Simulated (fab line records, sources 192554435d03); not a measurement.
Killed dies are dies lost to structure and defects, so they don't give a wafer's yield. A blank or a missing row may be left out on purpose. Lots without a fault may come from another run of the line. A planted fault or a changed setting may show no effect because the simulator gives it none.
A struck lot beside a sound one | flow n5_finfet | 16 steps out of a route of 1938
Sound: wafers L992.1, L992.2, L992.4. Struck: wafer L987.1. (L987.2, L987.4 of the same lot were not struck and are left out.) The cause comes at the end.
At each step with rows: each side's tool, then ch and its chambers, then its first start. Under that, the readings that differ: sound wafers | struck wafers | difference of the means | sigmas: that difference in standard deviations of wafers without a fault.
alike: readings whose means differ by less than 2 such deviations, and words and numbers that are the same on both sides. not compared: withheld readings, readings that some wafer has no value for, bounds like >300 that may hide the same value, and numbers for which the record gives no deviation and whose values overlap.
The two part at a step that has a row with sigmas, a row that says differs or no value, or rows on one side only. Numbers that don't overlap but have no deviation are shown without sigmas and don't part them. A reading that every wafer of one side lacks parts them only if that side has two wafers or more.

first, 3 steps without rows for these wafers: N5_HKMG_FIN_ALD_71 (deposits TiN, target thk 1 nm, pulse time 1 s, purge time 3 s); N5_HKMG_FIN_COAT_66 (time 60 s, resist thk 300 nm); N5_HKMG_FIN_ETCH_67 (etches SOC in N2/H2, stops on TiN, target depth 388.9 nm).
N5_HKMG_FIN_STRIP_90: strips SOC in N2/H2, time 20 s.
  sound on rie_diel-04 ch 0,1,2, day 8 00:38; struck on rie_diel-02 ch 0, day 6 22:35
  alike: drypump_motor_current_A, n2_flow_sccm, oes_product_au, rf_vpp_V, showerhead_plenum_p_Torr, temp_c, throttle_valve_pct
  not compared: rf_hours_counter_h
then, 2 steps without rows for these wafers: N5_HKMG_FIN_WET_ETCH_73 (etches the open film in SC1, time 42.3 s, target depth 1.3 nm, rinse time 30 s); N5_HKMG_FIN_ETCHBACK_68 (etches the open film in Cl2/Ar, stops on HfO2, target depth 0.5 nm).
N5_HKMG_FIN_STRIP_69: strips in N2/H2, time 360 s.
  sound on plasma_asher-02 ch 0,1, day 8 00:56; struck on plasma_asher-02 ch 1, day 6 22:55
  alike: drypump_motor_current_A, heater_power_w, n2_flow_sccm, temp_c
  not compared: rf_hours_counter_h
N5_HKMG_FIN_ALD_21: deposits TiN, target thk 1.5 nm, pulse time 1 s, purge time 3 s.
  sound on ald_metal-01 ch 0,2,3, day 8 01:19; struck on ald_metal-04 ch 1, day 6 23:19
  alike: heater_power_w, precursor_pulse_height_rel
N5_HKMG_FIN_ALD_72: deposits W, target thk 2 nm, pulse time 1 s, purge time 2 s.
  sound on cvd_w-01 ch 0,1, day 8 01:41; struck on cvd_w-01 ch 1, day 6 23:40
  alike: heater_power_w, precursor_pulse_height_rel
N5_HKMG_FIN_W_FILL_22: material W, target thk 60 nm, time 18.2 s.
  sound on cvd_w-01 ch 0,1, day 8 01:44; struck on cvd_w-01 ch 1, day 6 23:44
  alike: heater_power_w, throttle_valve_pct
then, 2 steps without rows for these wafers: N5_HKMG_FIN_PRECLEAN_83 (cleans in DIW, time 57.5 s); N5_HKMG_FIN_SRD_84 (dry time 32 s).
N5_HKMG_FIN_CMP_23: polishes, stops on SiNx, t overpolish 10 s, target thk 46.326 nm.
  sound on cmp-04 ch 0,1,3, day 8 01:52; struck on cmp-01 ch 2, day 6 23:52
  reading                                   | sound        | struck | difference | sigmas
  model.W_of_HKMG_FIN_W_FILL_22.thk_nm (nm) | 45 44.4 45.2 | 43     | -2         |
  alike: motor_current_A, overpolish_run_s, time_to_endpoint_s
N5_HKMG_FIN_CMP_94: polishes, stops on SiNx, t overpolish 4.7 s, target thk 43.299 nm.
  sound on cmp-04 ch 0,1,3, day 8 02:20; struck on cmp-01 ch 2, day 7 00:21
  reading                              | sound          | struck | difference | sigmas
  model.SiNx_of_SDB_ALD_29.thk_nm (nm) | 28.4 28.4 28.2 | 28     | +0         |
  alike: motor_current_A
-- the record jumps here: 3 days lie between the struck wafers' starts before and after (it left off in module HKMG_FIN and takes up again in module BEOL_M4, whose first step shown is number 1111 of the route) --
N5_BEOL_M4_RC_MEAS_101:
  sound on prober-02 ch 0, day 12 13:04; struck on prober-01 ch 0, day 10 06:07
  reading       | sound          | struck | difference | sigmas
  ION_N (uA/um) | 686 691 687    | 666    | -22        | -2
  ION_P (uA/um) | 473 479 475    | 450    | -26        | -3
  VT_P (mV)     | -246 -243 -245 | -252   | -7         | -2
  alike: DIBL_N, DIBL_P, IOFF_N, IOFF_P, SS_N, SS_P, VT_N
-- the record jumps here: 5 days lie between the struck wafers' starts before and after (it left off in module BEOL_M4 and takes up again in module PASSIVATION, whose first step shown is number 1936 of the route) --
N5_PASSIVATION_PROBE_49:
  sound on prober-02, day 16 08:36; struck on prober-02, day 14 21:32
  reading                  | sound          | struck | difference | sigmas
  defect_limited_yield (%) | 88.1 90.4 87.9 | 93.0   | +4.2       | +3
  killed_at_contacts       | 25 16 21       | 8      | -13        | -2
  killed_at_front_end      | 57 48 51       | 23     | -29        | -2
  killed_dies              | 140 113 143    | 83     | -49        | -3
  killed_open              | 91 70 93       | 50     | -35        | -3
  killed_short             | 47 43 45       | 28     | -17        | -2
  sort_bin_5_function (%)  | 7.4 5.8 6.5    | 4.0    | -2.6       | -3
  sort_bin_6_memory (%)    | 4.2 3.6 4.7    | 2.5    | -1.7       | -2
  sort_n_pass              | 1040 1067 1037 | 1097   | +49        | +3
  sort_yield_pct (%)       | 88.1 90.4 87.9 | 93.0   | +4.2       | +3
  alike: killed_at_M0_to_M3, killed_at_M4_up, killed_at_other, sort_bin_8_speed

WHERE THEY PART
First at N5_BEOL_M4_RC_MEAS_101; last, within this record, at N5_PASSIVATION_PROBE_49.

WHY: what the simulator had put in
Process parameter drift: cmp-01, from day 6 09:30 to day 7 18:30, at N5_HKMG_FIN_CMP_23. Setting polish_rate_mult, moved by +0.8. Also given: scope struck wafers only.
